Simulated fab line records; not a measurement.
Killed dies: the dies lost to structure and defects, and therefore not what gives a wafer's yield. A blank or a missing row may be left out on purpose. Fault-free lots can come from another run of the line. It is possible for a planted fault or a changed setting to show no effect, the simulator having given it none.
fab line records    flow n5-finfet    part 1 of 2: steps 1 to 6 of 8
record lots=14  wafers=41  last-day=18
route steps=1938 shown BEOL_M0_SAQP@656 BEOL_M4@1111
lots that met no fault: taken from a fault-free run of the same line
start-h: start of the lot's first displayed wafer, in hours after the record's first day    wait-h: hours from the lot's prior step to this one    " same as the row above    L1.1+2: a single row standing in for several wafers    - no value, or no start given    * or withheld: withheld    < > ~ a bound
route shown NAME@n: names a module that has steps shown in the file, with the first one's number in the route    usual: mean/standard deviation taken from wafers without a fault    same: alike in all rows    chamber/n: place in a boat    sites: each site's reading    _std_site: standard deviation across them    _edge_site: outer sites' mean less inner sites'    radius-mm: for every site, how far away it sits from the centre of the wafer    mask NAME#n: copy n    behind: the last tool/chamber to shape the wafer    hold: why the lot was held/for how many hours/how that ended    device: whichever transistor did not switch (one of n, p or np)    end of line: the tests these same wafers got at the end of their route    step lacking rows: just its recipe    killed: at the first sort, the dies lost to defects and structure; wafer yield is something else    map: shows each die of a wafer: x if killed, . if not, _ if none is there
set.NAME: the setting the step ran with; set.NAME@STEP: the setting that earlier step ran with    model.NAME: the simulator's own value behind a step, which no gauge read
a sample of lots followed through the steps of the route, with each step as a table and each wafer as a row
services: a tool's chamber out of use, with start hour (start-h, from the record's first day; less than 0 if before it), hours out, and reason
## steps
# step N5_BEOL_M0_SAQP_HM_OPEN_112
# recipe chemistry=CHF3/O2  target=SiO2  stop-on=a-Si  target-depth-a=120  over-etch-frac=1.25  mask-material=SOC  time-s=13.5  pressure-mtorr=30  source-w=650  bias-w=170  Ar_flow_sccm=200  CHF3_flow_sccm=50  O2_flow_sccm=5  ion-energy-ev=200  ends=end-point
# usual CHF3_flow_sccm=50.02/0.13  O2_flow_sccm=4.997/0.015  drypump-motor-current-A=5.6/0.32  oes-product-au=0.50/0.052  rf-vpp-V=522/10  showerhead-plenum-p-Torr=2.42/0.074  throttle-valve-pct=18.82/0.27
lot.wafer  tool         chamber  start-h  wait-h  CHF3_flow_sccm  O2_flow_sccm  drypump-motor-current-A  oes-product-au  rf-hours-counter-h  rf-vpp-V  showerhead-plenum-p-Torr  throttle-valve-pct
L802.4     rie-diel-01  1        108.38   0.0     49.83           4.985         5.6                      0.50            155                 534       2.40                      18.74
L802.5     "            3        "        "       50.23           4.995         5.7                      0.49            -                   533       2.30                      18.53
L802.6     "            2        "        "       50.04           4.991         5.4                      0.47            -                   533       2.40                      19.32
L804.2     rie-diel-05  3        121.28   0.0     50.09           5.020         5.6                      0.45            199                 519       2.41                      18.98
L804.3     "            1        "        "       49.91           5.001         5.2                      0.50            128                 516       2.42                      18.54
L804.5     "            1        "        "       49.82           5.002         5.2                      0.50            -                   515       2.42                      18.56
L805.1     rie-diel-05  3        127.67   0.0     50.24           5.003         5.6                      0.46            200                 518       2.41                      19.00
L805.2     "            0        "        "       49.73           5.006         5.4                      0.62            8                   518       2.59                      18.79
L805.5     "            3        "        "       50.42           4.994         5.6                      0.45            -                   520       2.41                      19.00
L806.2     rie-diel-01  0        132.82   0.0     49.93           5.003         5.3                      0.55            50                  508       2.45                      18.79
L806.6     "            2        "        "       49.99           5.024         5.4                      0.46            -                   532       2.39                      19.34
L807.3     rie-diel-05  2        147.02   0.0     49.83           4.992         5.8                      0.47            205                 512       2.40                      18.89
L807.4     "            0        "        "       50.22           5.019         5.4                      0.61            -                   519       2.58                      18.81
L807.5     "            3        "        "       50.08           5.008         5.6                      0.45            -                   518       2.41                      19.01
L812.2     rie-diel-05  2        174.32   0.0     -               -             -                        -               -                   -         -                         -
L812.4     "            3        "        "       -               -             -                        -               -                   -         -                         -
L812.6     "            1        "        "       -               -             -                        -               -                   -         -                         -
L815.3     rie-diel-05  3        182.29   0.0     -               -             -                        -               -                   -         -                         -
L815.4     "            2        "        "       -               -             -                        -               -                   -         -                         -
L815.5     "            1        "        "       -               -             -                        -               -                   -         -                         -
L818.3     rie-diel-05  2        214.13   0.0     50.06           4.986         5.9                      0.46            223                 513       2.39                      18.93
L818.4     "            0        "        "       49.93           5.019         5.4                      0.57            32                  518       2.58                      18.83
L818.5     "            2        "        "       50.22           4.980         5.9                      0.46            -                   513       2.39                      18.94
L820.1     rie-diel-04  1        217.65   0.0     50.18           5.001         6.3                      0.45            237                 541       2.47                      19.05
L820.2     "            2        "        "       49.97           4.979         6.2                      0.56            38                  528       2.34                      18.23
L820.3     "            3        "        "       50.09           5.006         5.9                      0.62            4                   528       2.47                      18.64
L819.1     rie-diel-05  0        217.84   0.0     49.83           5.011         5.4                      0.58            34                  518       2.58                      18.85
L819.2     "            1        "        "       49.94           4.992         5.2                      0.49            155                 514       2.41                      18.60
L819.3     "            2        "        "       50.14           5.013         5.9                      0.47            224                 512       2.39                      18.94
L821.2     rie-diel-04  3        221.66   0.0     50.11           4.981         5.9                      0.61            6                   527       2.47                      18.66
L821.3     "            1        "        "       49.89           5.005         6.3                      0.45            239                 542       2.47                      19.04
L821.4     "            1        "        "       49.96           5.029         6.3                      0.45            -                   539       2.47                      19.04
L822.1     rie-diel-01  2        233.81   0.0     49.80           5.007         5.4                      0.46            258                 534       2.38                      19.40
L822.5     "            1        "        "       50.06           4.994         5.5                      0.48            -                   533       2.39                      18.79
L822.6     "            0        "        "       50.04           5.007         5.3                      0.53            -                   507       2.44                      18.83
L823.2     rie-diel-05  2        246.35   0.0     49.81           4.997         5.9                      0.46            233                 512       2.39                      18.96
L823.3     "            0        "        "       49.91           4.982         5.4                      0.56            43                  518       2.57                      18.85
L823.4     "            3        "        "       50.21           5.005         5.6                      0.44            231                 519       2.40                      19.06
L825.2     rie-diel-05  0        253.94   0.0     50.15           5.011         5.4                      0.56            45                  517       2.57                      18.85
L825.4     "            3        "        "       49.94           5.000         5.6                      0.45            233                 519       2.40                      19.06
L825.5     "            1        "        "       49.93           4.965         5.2                      0.49            -                   515       2.40                      18.62
# step N5_BEOL_M0_SAQP_MANDREL_ETCH_20
# recipe target-depth-a=600  chemistry=HBr/Cl2  target=a-Si  stop-on=SiNx  bt-time-s=10  mask-material=SOC  over-etch-frac=0.5  time-s=30  pressure-mtorr=10  icp-w=800  bias-w=75  HBr_flow_sccm=150  Cl2_flow_sccm=80  ends=end-point
# usual drypump-motor-current-A=5.7/0.54  oes-product-au=0.781/0.012  throttle-valve-pct=35.4/0.39
lot.wafer  tool       chamber  start-h  wait-h  drypump-motor-current-A  oes-product-au  rf-hours-counter-h  throttle-valve-pct
L802.4     rie-si-01  1        108.50   0.1     5.7                      0.782           -                   35.0
L802.5     "          2        "        "       5.8                      0.782           -                   35.5
L802.6     "          3        "        "       5.0                      0.787           -                   35.0
L804.2     rie-si-01  1        121.36   0.0     5.7                      0.765           35                  35.1
L804.3     "          2        "        "       5.8                      0.772           28                  35.5
L804.5     "          3        "        "       5.0                      0.781           -                   35.0
L805.1     rie-si-01  1        127.76   0.0     5.7                      0.769           35                  35.0
L805.2     "          3        "        "       5.0                      0.784           163                 35.0
L805.5     "          0        "        "       6.2                      0.794           -                   35.6
L806.2     rie-si-05  3        132.90   0.0     6.2                      0.758           120                 35.6
L806.6     "          0        "        "       6.2                      0.800           -                   35.1
L807.3     rie-si-03  0        147.10   0.0     6.3                      0.812           5                   35.1
L807.4     "          1        "        "       5.3                      0.787           77                  36.1
L807.5     "          3        "        "       4.9                      0.795           -                   35.1
L812.2     rie-si-05  3        174.40   0.0     6.2                      0.323           121                 36.4
L812.4     "          0        "        "       6.2                      0.329           21                  36.0
L812.6     "          2        "        "       6.5                      0.327           -                   35.9
L815.3     rie-si-03  3        182.37   0.0     4.9                      0.331           132                 36.0
L815.4     "          2        "        "       5.5                      0.322           107                 37.0
L815.5     "          0        "        "       6.3                      0.328           -                   36.0
L818.3     rie-si-03  1        214.21   0.0     5.4                      0.782           78                  36.1
L818.4     "          2        "        "       5.5                      0.774           107                 36.1
L818.5     "          1        "        "       5.3                      0.782           -                   36.1
L820.1     rie-si-01  3        217.74   0.0     5.0                      0.785           165                 35.0
L820.2     "          0        "        "       6.2                      0.784           67                  35.6
L820.3     "          2        "        "       5.8                      0.769           30                  35.5
L819.1     rie-si-03  1        217.92   0.0     5.3                      0.781           78                  36.1
L819.2     "          0        "        "       6.3                      0.802           7                   35.1
L819.3     "          3        "        "       4.9                      0.785           132                 35.1
L821.2     rie-si-05  0        221.74   0.0     6.2                      0.791           22                  35.2
L821.3     "          3        "        "       6.2                      0.763           122                 35.5
L821.4     "          2        "        "       6.5                      0.779           75                  35.0
L822.1     rie-si-05  1        233.89   0.0     5.1                      0.798           29                  35.0
L822.5     "          0        "        "       6.2                      0.800           -                   35.1
L822.6     "          1        "        "       5.1                      0.781           -                   35.0
L823.2     rie-si-01  1        246.43   0.0     5.7                      0.757           37                  35.0
L823.3     "          0        "        "       6.2                      0.777           67                  35.6
L823.4     "          2        "        "       5.8                      0.777           31                  35.5
L825.2     rie-si-01  3        254.02   0.0     5.0                      0.787           165                 35.0
L825.4     "          2        "        "       5.8                      0.765           31                  35.5
L825.5     "          0        "        "       6.2                      0.780           -                   35.6
# step N5_BEOL_M0_SAQP_STRIP_86
# recipe chemistry=N2/H2  power-w=500  temp-c=40  pressure-mtorr=50  rf-frequency-hz=6e+07  overash-fraction=0.3  bias-power-w=28  h2-frac=0.5  n2-flow-sccm=300  h2-flow-sccm=300
# usual drypump-motor-current-A=5.7/0.33  oes-product-au=0.77/0.089  rf-vpp-V=121.8/1.3  showerhead-plenum-p-Torr=3.37/0.085  temp-c=40.00/0.11  throttle-valve-pct=18.80/0.23
lot.wafer  tool         chamber  start-h  wait-h  drypump-motor-current-A  oes-product-au  rf-hours-counter-h  rf-vpp-V  showerhead-plenum-p-Torr  temp-c  throttle-valve-pct
L802.4     rie-diel-04  3        108.56   0.0     5.9                      0.71            229                 120.4     3.46                      39.83   19.29
L802.5     "            3        "        "       5.9                      0.71            -                   121.6     3.46                      39.94   19.27
L802.6     "            0        "        "       5.6                      0.72            -                   122.4     3.48                      39.91   19.02
L804.2     rie-diel-05  0        121.46   0.1     5.4                      0.96            5                   123.5     3.58                      39.92   18.51
L804.3     "            3        "        "       5.6                      0.69            199                 122.6     3.33                      39.89   18.65
L804.5     "            2        "        "       5.9                      0.74            -                   120.1     3.33                      40.17   18.88
L805.1     rie-diel-01  2        127.86   0.1     5.4                      0.70            227                 121.4     3.32                      40.14   19.32
L805.2     "            1        "        "       5.5                      0.74            161                 121.6     3.35                      40.05   18.70
L805.5     "            1        "        "       5.5                      0.75            -                   123.3     3.35                      40.01   18.68
L806.2     rie-diel-05  2        133.00   0.1     5.9                      0.73            201                 122.1     3.33                      40.00   18.90
L806.6     "            1        "        "       5.2                      0.76            -                   123.1     3.37                      39.86   18.66
L807.3     rie-diel-01  1        147.20   0.1     5.5                      0.74            165                 122.6     3.35                      40.07   18.71
L807.4     "            2        "        "       5.4                      0.70            232                 121.3     3.32                      40.12   19.31
L807.5     "            3        "        "       5.7                      0.75            -                   119.4     3.23                      40.09   18.75
L812.2     rie-diel-04  2        174.50   0.1     6.2                      0.90            22                  120.8     3.30                      40.00   18.50
L812.4     "            0        "        "       5.7                      0.70            243                 122.3     3.46                      40.18   19.06
L812.6     "            1        "        "       6.3                      0.68            -                   123.1     3.44                      39.94   18.94
L815.3     rie-diel-05  1        182.57   0.2     5.2                      0.76            143                 120.4     3.37                      39.99   18.68
L815.4     "            0        "        "       5.4                      0.89            22                  123.3     3.57                      39.78   18.54
L815.5     "            2        "        "       5.9                      0.72            -                   120.0     3.33                      40.00   18.91
L818.3     rie-diel-05  3        214.31   0.1     5.6                      0.68            221                 122.2     3.32                      40.15   18.71
L818.4     "            1        "        "       5.2                      0.74            154                 119.6     3.36                      40.02   18.69
L818.5     "            1        "        "       5.2                      0.74            -                   121.3     3.36                      40.07   18.71
L820.1     rie-diel-04  1        217.83   0.1     6.3                      0.68            237                 121.5     3.43                      40.02   18.98
L820.2     "            3        "        "       5.9                      0.94            4                   122.0     3.44                      39.99   18.88
L820.3     "            2        "        "       6.2                      0.87            38                  122.4     3.29                      40.22   18.54
L819.1     rie-diel-05  1        218.02   0.1     5.3                      0.74            155                 121.7     3.36                      40.08   18.70
L819.2     "            3        "        "       5.6                      0.67            222                 119.3     3.32                      40.31   18.69
L819.3     "            0        "        "       5.4                      0.87            34                  121.8     3.56                      39.86   18.57
L821.2     rie-diel-01  1        221.99   0.2     5.5                      0.73            183                 122.2     3.34                      40.00   18.72
L821.3     "            0        "        "       5.3                      0.82            72                  119.4     3.38                      40.00   18.65
L821.4     "            2        "        "       5.4                      0.68            253                 122.5     3.31                      40.02   19.37
L822.1     rie-diel-04  3        233.99   0.1     5.9                      0.93            10                  121.0     3.44                      40.00   18.91
L822.5     "            0        "        "       5.7                      0.99            -                   122.0     3.46                      40.04   18.65
L822.6     "            1        "        "       6.3                      0.67            -                   120.1     3.43                      39.99   18.99
L823.2     rie-diel-04  2        246.53   0.1     6.2                      0.86            47                  123.2     3.29                      39.86   18.54
L823.3     "            0        "        "       5.7                      0.97            5                   124.4     3.46                      39.96   18.64
L823.4     "            3        "        "       6.0                      0.91            13                  122.8     3.44                      40.20   18.91
L825.2     rie-diel-04  2        254.12   0.1     6.2                      0.85            49                  123.1     3.28                      40.15   18.57
L825.4     "            3        "        "       5.9                      0.91            -                   121.0     3.44                      40.16   18.93
L825.5     "            2        "        "       6.2                      0.87            -                   122.0     3.28                      40.00   18.56
# step N5_BEOL_M0_SAQP_SPACER1_ETCHBACK_99
# recipe chemistry=CHF3/O2  mode=anisotropic-etchback  target=SiO2  target-depth-a=154  time-s=7.7  pressure-mtorr=30  source-w=650  bias-w=170  Ar_flow_sccm=200  CHF3_flow_sccm=50  O2_flow_sccm=5  ion-energy-ev=200
# usual drypump-motor-current-A=5.6/0.33  oes-product-au=0.77/0.088  rf-vpp-V=521/9.6  showerhead-plenum-p-Torr=2.44/0.076  throttle-valve-pct=18.87/0.26
# same time-s=7.7
lot.wafer  tool         chamber  start-h  wait-h  drypump-motor-current-A  oes-product-au  rf-hours-counter-h  rf-vpp-V  showerhead-plenum-p-Torr  throttle-valve-pct
L802.4     rie-diel-01  1        109.58   0.3     5.5                      0.76            155                 534       2.40                      18.81
L802.5     "            0        "        "       5.3                      0.86            -                   508       2.46                      18.86
L802.6     "            3        "        "       5.6                      0.75            -                   532       2.30                      18.60
L804.2     rie-diel-01  0        122.45   0.3     5.3                      0.85            48                  509       2.45                      18.85
L804.3     "            2        "        "       5.4                      0.69            226                 532       2.39                      19.41
L804.5     "            0        "        "       5.3                      0.86            -                   508       2.45                      18.85
L805.1     rie-diel-05  3        128.88   0.3     5.6                      0.68            201                 519       2.41                      19.06
L805.2     "            1        "        "       5.2                      0.76            132                 515       2.42                      18.63
L805.5     "            0        "        "       5.4                      0.94            -                   518       2.59                      18.86
L806.2     rie-diel-01  1        134.04   0.3     5.6                      0.75            163                 533       2.40                      18.82
L806.6     "            2        "        "       5.4                      0.69            -                   533       2.39                      19.41
L807.3     rie-diel-04  3        148.19   0.3     5.9                      0.69            239                 527       2.48                      19.10
L807.4     "            0        "        "       5.7                      0.71            234                 506       2.49                      19.09
L807.5     "            3        "        "       5.9                      0.69            -                   527       2.48                      19.10
L812.2     rie-diel-04  1        175.62   0.3     6.3                      0.70            222                 543       2.47                      19.07
L812.4     "            3        "        "       5.9                      0.69            247                 527       2.47                      19.12
L812.6     "            2        "        "       6.2                      0.91            -                   528       2.35                      18.27
L815.3     rie-diel-01  0        184.00   0.3     5.3                      0.83            62                  508       2.45                      18.89
L815.4     "            3        "        "       5.7                      0.73            141                 533       2.29                      18.63
L815.5     "            2        "        "       5.4                      0.69            -                   533       2.39                      19.42
L818.3     rie-diel-05  0        215.35   0.3     5.4                      0.88            33                  518       2.58                      18.90
L818.4     "            1        "        "       5.2                      0.74            154                 515       2.41                      18.64
L818.5     "            0        "        "       5.4                      0.88            -                   517       2.58                      18.89
L820.1     rie-diel-05  2        219.08   0.3     5.8                      0.71            224                 512       2.39                      19.01
L820.2     "            3        "        "       5.6                      0.67            222                 520       2.40                      19.10
L820.3     "            1        "        "       5.2                      0.74            155                 516       2.41                      18.65
L819.1     rie-diel-04  2        219.40   0.3     6.2                      0.88            39                  527       2.34                      18.28
L819.2     "            1        "        "       6.3                      0.69            238                 542       2.47                      19.10
L819.3     "            3        "        "       5.9                      0.94            5                   525       2.47                      18.74
L821.2     rie-diel-04  2        223.00   0.3     6.2                      0.87            41                  527       2.34                      18.28
L821.3     "            1        "        "       6.3                      0.69            240                 542       2.47                      19.14
L821.4     "            3        "        "       5.9                      0.94            -                   527       2.47                      18.73
L822.1     rie-diel-05  3        235.93   0.3     5.6                      0.67            227                 520       2.40                      19.09
L822.5     "            2        "        "       5.8                      0.70            -                   512       2.39                      19.01
L822.6     "            1        "        "       5.2                      0.73            -                   516       2.41                      18.66
L823.2     rie-diel-05  2        248.04   0.3     5.9                      0.70            233                 512       2.39                      19.00
L823.3     "            3        "        "       5.6                      0.66            231                 519       2.40                      19.12
L823.4     "            0        "        "       5.4                      0.87            43                  519       2.57                      18.92
L825.2     rie-diel-05  2        255.11   0.3     5.8                      0.70            235                 512       2.39                      19.01
L825.4     "            0        "        "       5.4                      0.86            45                  519       2.57                      18.91
L825.5     "            1        "        "       5.2                      0.73            -                   515       2.40                      18.67
# step N5_BEOL_M0_SAQP_MANDREL1_REMOVE_100
# recipe chemistry=HBr/Cl2/O2  bt-time-s=10  target=a-Si  stop-on=SiNx  endpoint=OES-SiCl  over-etch-frac=0.85  icp-w=600  bias-w=30  HBr_flow_sccm=150  Cl2_flow_sccm=80  O2_flow_sccm=5  pressure-mtorr=10
# usual drypump-motor-current-A=5.8/0.55  oes-product-au=1.009/0.015  throttle-valve-pct=36.6/0.4
lot.wafer  tool       chamber  start-h  wait-h  drypump-motor-current-A  oes-product-au  rf-hours-counter-h  throttle-valve-pct
L802.4     rie-si-03  3        109.67   0.1     4.9                      1.030           130                 36.4
L802.5     "          0        "        "       6.3                      1.035           -                   36.4
L802.6     "          1        "        "       5.3                      1.018           -                   37.4
L804.2     rie-si-01  3        122.54   0.1     5.0                      1.007           163                 36.3
L804.3     "          0        "        "       6.2                      1.013           65                  36.9
L804.5     "          2        "        "       5.8                      0.994           -                   36.8
L805.1     rie-si-05  0        128.96   0.1     6.2                      1.010           20                  36.4
L805.2     "          3        "        "       6.2                      0.982           120                 36.8
L805.5     "          2        "        "       6.5                      1.008           -                   36.3
L806.2     rie-si-05  2        134.13   0.1     6.5                      1.001           74                  36.3
L806.6     "          2        "        "       6.5                      1.007           -                   36.3
L807.3     rie-si-01  1        148.28   0.1     5.7                      0.985           35                  36.3
L807.4     "          0        "        "       6.2                      1.023           65                  36.9
L807.5     "          2        "        "       5.8                      1.003           -                   36.8
L812.2     rie-si-03  3        175.71   0.1     4.9                      0.379           131                 36.4
L812.4     "          2        "        "       5.5                      0.376           106                 37.3
L812.6     "          3        "        "       4.9                      0.384           -                   36.3
L815.3     rie-si-01  2        184.09   0.1     5.8                      0.376           29                  36.8
L815.4     "          0        "        "       6.2                      0.385           66                  36.9
L815.5     "          2        "        "       5.8                      0.371           -                   36.8
L818.3     rie-si-05  1        215.43   0.1     5.1                      1.009           28                  36.3
L818.4     "          3        "        "       6.2                      0.976           122                 36.8
L818.5     "          0        "        "       6.2                      1.007           -                   36.4
L820.1     rie-si-05  0        219.16   0.1     6.3                      0.999           22                  36.4
L820.2     "          2        "        "       6.5                      0.992           75                  36.3
L820.3     "          1        "        "       5.1                      1.012           28                  36.3
L819.1     rie-si-03  1        219.49   0.1     5.3                      1.012           78                  37.4
L819.2     "          3        "        "       4.9                      1.029           132                 36.4
L819.3     "          2        "        "       5.4                      1.009           107                 37.4
L821.2     rie-si-05  2        223.08   0.1     6.5                      0.993           75                  36.3
L821.3     "          1        "        "       5.1                      1.018           28                  36.3
L821.4     "          3        "        "       6.2                      0.992           122                 36.8
L822.1     rie-si-03  3        236.02   0.1     4.9                      1.028           133                 36.4
L822.5     "          3        "        "       4.9                      1.024           -                   36.3
L822.6     "          2        "        "       5.5                      1.000           -                   37.4
L823.2     rie-si-05  1        248.12   0.1     5.1                      1.014           29                  36.3
L823.3     "          0        "        "       6.3                      1.004           22                  36.4
L823.4     "          3        "        "       6.2                      0.983           122                 36.8
L825.2     rie-si-05  3        255.20   0.1     6.2                      0.996           122                 36.8
L825.4     "          2        "        "       6.5                      1.004           76                  36.3
L825.5     "          1        "        "       5.1                      1.013           -                   36.3
# step N5_BEOL_M0_SAQP_CD_MEAS_25
# recipe target-cd-nm=13.1  landing-energy-ev=1000  detector=se-inlens
# usual cd-nm=12.82/0.22
lot.wafer  tool       chamber  start-h  wait-h  cd-nm
L802.4     cd-sem-02  0        109.78   0.1     12.76
L802.5     "          0        "        "       12.85
L802.6     "          0        "        "       12.87
L804.2     cd-sem-02  0        122.65   0.1     12.82
L804.3     "          0        "        "       12.64
L804.5     "          0        "        "       12.47
L805.1     cd-sem-01  0        129.07   0.1     13.17
L805.2     "          0        "        "       12.87
L805.5     "          0        "        "       13.29
L806.2     cd-sem-01  0        134.24   0.1     13.41
L806.6     "          0        "        "       12.38
L807.3     cd-sem-01  0        148.39   0.1     12.79
L807.4     "          0        "        "       12.58
L807.5     "          0        "        "       12.60
L812.2     cd-sem-03  0        175.82   0.1     -
L812.4     "          0        "        "       -
L812.6     "          0        "        "       -
L815.3     cd-sem-01  0        184.20   0.1     -
L815.4     "          0        "        "       -
L815.5     "          0        "        "       -
L818.3     cd-sem-02  0        215.54   0.1     12.81
L818.4     "          0        "        "       12.76
L818.5     "          0        "        "       12.74
L820.1     cd-sem-03  0        219.27   0.1     12.77
L820.2     "          0        "        "       13.35
L820.3     "          0        "        "       12.70
L819.1     cd-sem-03  0        219.60   0.1     12.86
L819.2     "          0        "        "       12.83
L819.3     "          0        "        "       12.95
L821.2     cd-sem-01  0        223.20   0.1     12.90
L821.3     "          0        "        "       12.69
L821.4     "          0        "        "       12.70
L822.1     cd-sem-02  0        236.13   0.1     12.68
L822.5     "          0        "        "       13.03
L822.6     "          0        "        "       12.93
L823.2     cd-sem-03  0        248.23   0.1     12.71
L823.3     "          0        "        "       12.94
L823.4     "          0        "        "       12.94
L825.2     cd-sem-03  0        255.31   0.1     13.03
L825.4     "          0        "        "       13.27
L825.5     "          0        "        "       12.73
## key
first-sign step=N5_BEOL_M0_SAQP_HM_OPEN_112  reading=tool-record  direction=missing
effect step=N5_BEOL_M0_SAQP_MANDREL_ETCH_20  reading=oes-product-au  direction=down  sigmas=38  usual=0.781  struck=0.327
effect step=N5_BEOL_M0_SAQP_MANDREL1_REMOVE_100  reading=oes-product-au  direction=down  sigmas=42  usual=1.009  struck=0.379
effect step=N5_BEOL_M0_SAQP_CD_MEAS_25  reading=cd-nm  direction=missing
met-at N5_BEOL_M0_SAQP_HM_OPEN_112
struck-lots L812,L815
later-rows-left-out L812.2,L812.4,L812.6,L815.3,L815.4,L815.5
sort-left-out L812.2,L812.4,L812.6,L815.3,L815.4,L815.5
not-acting-at N5_BEOL_M0_SAQP_STRIP_86,N5_BEOL_M0_SAQP_SPACER1_ETCHBACK_99,N5_BEOL_M0_SAQP_ETCH_101
onset-between 147.02 174.32
fault kind=skipped-step-whole  tool=rie-diel-05  chamber=-  onset-h=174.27  steps=N5_BEOL_M0_SAQP_HM_OPEN_112  scope=struck-lots-only
# sort-left-out: the simulated sort isn't trusted on such a fault, so these wafers' sort isn't shown, and their yield isn't known
# later-rows-left-out: the simulator's readings of these wafers behind a module that went badly wrong aren't trusted and aren't shown, but for the sort
